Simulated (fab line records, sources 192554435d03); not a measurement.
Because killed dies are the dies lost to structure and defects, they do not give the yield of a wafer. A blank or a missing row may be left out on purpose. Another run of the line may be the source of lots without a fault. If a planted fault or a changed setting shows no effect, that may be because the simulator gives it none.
Matching of chambers ; flow n5Finfet ; 3 sister chambers for N5_BEOL_M1_PECVD_72 on pecvd-02
The step deposits SiO2 from TEOS/O2, target thk 16 nm, time 18 s. 6 wafers are shown with their chamber, then 10 later ones without.

## EACH WAFER AND ITS CHAMBER
wafer;chamber;throttleValvePct (%);heaterPowerW (W)
L085.3;1;22.7;814
L085.4;2;21.0;637
L087.2;1;22.5;857
L087.3;2;21.1;604
L086.3;0;23.7;610
L086.4;0;23.7;587

## WAFERS WHOSE CHAMBER IS MISSING
wafer;throttleValvePct (%);heaterPowerW (W)
L086.6;21.0;603
L090.3;23.8;571
L090.4;21.5;589
L090.6;22.3;780
L091.2;21.4;651
L091.4;22.7;832
L091.6;23.5;595
L097.1;21.2;633
L097.2;22.3;811
L097.3;23.8;627

## WHICH CHAMBER EACH ONE RAN IN
wafer;from the rows above;in truth
L086.6;2;2
L090.3;0;0
L090.4;2;2
L090.6;1;1
L091.2;2;2
L091.4;1;1
L091.6;0;0
L097.1;2;2
L097.2;1;1
L097.3;0;0
Placed correctly: 10 of 10. From these rows, 0 cannot be placed. Wrongly placed: 0.
How it was worked out, from the rows above alone: a wafer's distance from a chamber is the root of the sum, over the readings, of the square of ((its reading less the chamber's mean) divided by the reading's scatter). The wafer belongs to the nearest chamber; if the next one is less than 2 further off, it can't be placed. A chamber's mean is the mean of its shown wafers. The scatter is the square root of a quotient: the sum, over the shown wafers, of each reading's squared deviation from its chamber's mean, divided by wafers minus chambers.
